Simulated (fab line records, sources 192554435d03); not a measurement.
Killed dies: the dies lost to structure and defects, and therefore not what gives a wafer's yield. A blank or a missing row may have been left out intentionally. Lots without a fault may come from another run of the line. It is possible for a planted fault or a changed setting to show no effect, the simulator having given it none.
Which tool did it?    flow n5-finfet    9 lots with 27 wafers sampled at 6 steps, on a route of 1938 steps

## WHAT THE GAUGES SHOWED, per wafer
N5_BEOL_M0_SAQP_CD_MEAS_40: the cd target is 30 nm.
lot   measured      on         cd-nm (nm)
L662  day 5 19:04   cd-sem-02  30.10 29.80 30.50
L666  day 6 16:49   cd-sem-03  30.06 30.28 29.92
L667  day 7 03:35   cd-sem-01  29.97 30.17 30.31
L670  day 7 18:32   cd-sem-03  29.52 29.70 30.07
L675  day 9 02:05   cd-sem-03  30.17 30.02 29.73
L679  day 10 00:04  cd-sem-03  29.94 29.53 29.93
L681  day 10 10:26  cd-sem-01  29.88 30.02 30.23
L682  day 10 17:37  cd-sem-02  29.68 29.96 29.99
L685  day 11 12:43  cd-sem-03  29.98 29.57 29.83

N5_BEOL_M0_SAQP_OVL_MEAS_41.
lot   measured      on          M0_CUT1_OVL (nm)
L662  day 5 19:07   overlay-01  1.5 -0.2 0.9
L666  day 6 16:52   overlay-01  -0.3 -0.4 -0.3
L667  day 7 03:37   overlay-01  -0.3 0.3 0.3
L670  day 7 18:34   overlay-01  -0.3 0.3 -0.7
L675  day 9 02:07   overlay-02  -0.4 1.2 0.0
L679  day 10 00:05  overlay-01  -1.6 0.1 -1.0
L681  day 10 10:28  overlay-01  -1.6 -0.1 -0.3
L682  day 10 17:38  overlay-02  0.7 0.7 -0.5
L685  day 11 12:45  overlay-01  -0.2 -0.2 0.6

N5_BEOL_M0_CUTY_INSPECT_59: inspects for defects (macro).
lot   measured      on                 raw-defect-count
L662  day 5 20:47   defect-inspect-02  5 3 3
L666  day 6 18:22   defect-inspect-01  3 1 2
L667  day 7 05:18   defect-inspect-01  2 3 1
L670  day 7 20:01   defect-inspect-01  2 1 2
L675  day 9 03:28   defect-inspect-01  290 295 264
L679  day 10 02:09  defect-inspect-01  277 260 275
L681  day 10 11:57  defect-inspect-01  1 1 4
L682  day 10 19:55  defect-inspect-01  3 1 2
L685  day 11 14:26  defect-inspect-02  2 3 2

N5_BEOL_M4_RC_MEAS_101.
lot   measured      on         DIBL_N (mV/V)   DIBL_P (mV/V)   IOFF_N (nA/um)     IOFF_P (nA/um)     ION_N (uA/um)  ION_P (uA/um)  SS_N (mV/dec)   SS_P (mV/dec)   VT_N (mV)          VT_P (mV)
L662  day 7 20:59   prober-02  35.8 38.3 36.7  35.3 37.5 37.0  0.140 0.177 0.152  0.185 0.224 0.201  661 671 670    459 462 465    71.2 72.1 71.2  72.5 73.1 72.9  250.8 248.6 249.0  -250 -247 -249
L666  day 9 19:38   prober-02  38.0 37.2 37.7  38.5 37.4 38.7  0.187 0.190 0.194  0.234 0.208 0.236  682 691 687    462 466 461    72.1 72.5 72.0  74.0 72.4 73.9  247.6 245.4 246.8  -249 -251 -251
L667  day 9 09:45   prober-02  35.2 37.9 36.1  34.1 36.5 35.4  0.142 0.191 0.153  0.178 0.215 0.193  667 691 671    462 463 459    71.2 72.1 71.2  73.3 73.6 73.2  253.4 248.8 251.1  -255 -253 -253
L670  day 9 22:42   prober-01  33.8 36.2 35.3  32.7 35.5 34.8  0.120 0.155 0.140  0.196 0.244 0.230  666 671 676    468 464 472    71.6 71.3 71.5  72.4 73.1 72.8  251.9 249.2 250.8  -247 -247 -248
L675  day 11 06:36  prober-01  34.8 35.3 36.8  35.5 36.7 38.5  0.147 0.165 0.186  0.234 0.258 0.295  664 683 668    466 474 473    71.8 72.0 73.2  73.1 73.3 73.8  249.3 247.6 245.2  -247 -245 -242
L679  day 12 07:55  prober-02  37.0 37.5 37.3  38.0 37.7 37.9  0.185 0.187 0.180  0.256 0.247 0.249  686 677 680    470 460 467    71.1 72.3 71.8  73.8 73.7 73.4  248.4 250.2 248.8  -249 -247 -246
L681  day 12 21:46  prober-02  37.2 37.7 38.3  37.0 38.1 38.3  0.176 0.195 0.203  0.219 0.232 0.244  682 694 682    461 469 465    71.7 71.5 71.7  73.5 73.2 73.7  249.3 247.1 246.3  -250 -251 -250
L682  day 13 02:41  prober-02  38.5 38.7 38.1  38.0 37.9 37.6  0.175 0.184 0.174  0.240 0.244 0.248  681 666 685    464 460 471    71.3 71.4 71.4  74.3 74.3 74.0  250.5 248.6 247.6  -247 -248 -247
L685  day 14 04:43  prober-02  36.6 37.2 34.9  35.7 36.7 33.8  0.149 0.164 0.132  0.218 0.243 0.196  661 665 667    460 458 467    71.8 72.8 71.7  73.4 73.9 72.7  251.6 250.0 254.0  -250 -248 -251

## EACH LOT AND THE TOOL THAT RAN IT (in order: tool; ch and the chambers of the sampled wafers; start)
lot   N5_BEOL_M0_SAQP_RECESS_109          N5_BEOL_M0_SAQP_STRIP_75
L662  vapor-etch-01 ch 0,1, day 5 17:53   rie-diel-03 ch 1,3, day 5 20:20
L666  vapor-etch-01 ch 0,1, day 6 15:29   rie-diel-03 ch 2,3, day 6 18:02
L667  vapor-etch-02 ch 0,1, day 6 22:02   rie-diel-03 ch 1,2,3, day 7 04:59
L670  vapor-etch-02 ch 1, day 7 17:14     rie-diel-03 ch 1,3, day 7 19:34
L675  vapor-etch-01 ch 0,1, day 9 00:49   rie-diel-03 ch 2,3, day 9 03:09
L679  vapor-etch-01 ch 1, day 9 22:31     rie-diel-03 ch 0,1,2, day 10 01:43
L681  vapor-etch-01 ch 0,1, day 10 09:05  rie-diel-06 ch 0,1,2, day 10 11:38
L682  vapor-etch-02 ch 0,1, day 10 16:08  rie-diel-06 ch 1,2,3, day 10 19:35
L685  vapor-etch-02 ch 0,1, day 11 11:31  rie-diel-06 ch 0,1,3, day 11 13:59
- N5_BEOL_M0_SAQP_RECESS_109: chemistry HF/NH3, target SiO2, target depth 3 nm, afs cycles 1, sublimation time 60 s.
- N5_BEOL_M0_SAQP_STRIP_75: strips in CF4.

## WHAT THE TOOLS THEMSELVES READ (means of the sampled wafers that have a number; where no wafer has one, the mark that the record gives instead)
N5_BEOL_M0_SAQP_RECESS_109.
lot   tool           drypump-motor-current-A (A)  sublimation-temp-c (C)
L662  vapor-etch-01  6.2                          180.19
L666  vapor-etch-01  6.1                          179.92
L667  vapor-etch-02  6.2                          180.01
L670  vapor-etch-02  5.9                          180.05
L675  vapor-etch-01  5.8                          180.19
L679  vapor-etch-01  6.4                          180.13
L681  vapor-etch-01  5.8                          180.00
L682  vapor-etch-02  6.2                          179.94
L685  vapor-etch-02  6.1                          180.11

N5_BEOL_M0_SAQP_STRIP_75.
lot   tool         bias-power-w (W)  drypump-motor-current-A (A)  oes-product-au (a.u.)  rf-vpp-V (V)  showerhead-plenum-p-Torr (Torr)  throttle-valve-pct (%)
L662  rie-diel-03  74.78             6.2                          0.178                  273.1         1.87                             13.8
L666  rie-diel-03  74.98             6.3                          0.194                  271.4         1.84                             13.5
L667  rie-diel-03  74.73             6.2                          0.189                  272.4         1.84                             13.6
L670  rie-diel-03  74.88             6.2                          0.174                  272.7         1.87                             13.7
L675  rie-diel-03  75.05             6.3                          0.199                  270.4         1.80                             13.4
L679  rie-diel-03  74.94             6.0                          0.192                  271.7         1.79                             13.4
L681  rie-diel-06  75.04             5.6                          0.171                  271.1         1.81                             13.9
L682  rie-diel-06  75.13             5.6                          0.188                  271.6         1.81                             13.7
L685  rie-diel-06  75.12             5.8                          0.172                  270.7         1.81                             13.7

## THE ANSWER, worked out from the rows above alone
Rule: usual is defined by the lots themselves. Put in order of their means at a reading, lots are off if they are a third of the lots or fewer, leave a main group of 4 or more, and stand apart from it by a gap of 3 or more times the standard deviation of the main group's means; of several such gaps the widest counts. A main group whose means are all the same, to the digits that the tables above print for the reading, isn't used. Also off: a lot with no number at a reading for which 4 or more lots have one. Any other lot the step has rows for is counted as sound. First the gauges in route order, then the tools' own readings, where a lot's mean is used as printed above. The first step at which some lot is off is used, and at that step the reading that is off furthest; a lot without a number counts as furthest.
Off, at N5_BEOL_M0_CUTY_INSPECT_59 on raw-defect-count: L675, L679. Main group: mean 2.2, sd 0.61.
A tool fits if, at a process step before that reading, it ran every lot that is off, and no sound lot after the first of them. Those tools and the gauges at N5_BEOL_M0_CUTY_INSPECT_59 are tried in the same way. One candidate fits, namely rie-diel-03 at N5_BEOL_M0_SAQP_STRIP_75. A fault onset in the window from L670 (day 7 19:34, its last sound lot) to L675 (day 9 03:09, its first lot off) fits.

## WHAT THE SIMULATOR PUT IN
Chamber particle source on rie-diel-03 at N5_BEOL_M0_SAQP_STRIP_75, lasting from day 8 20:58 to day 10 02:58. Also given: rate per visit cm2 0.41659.
Shown lots that were struck: L675, L679. The rule given above showed the same thing.
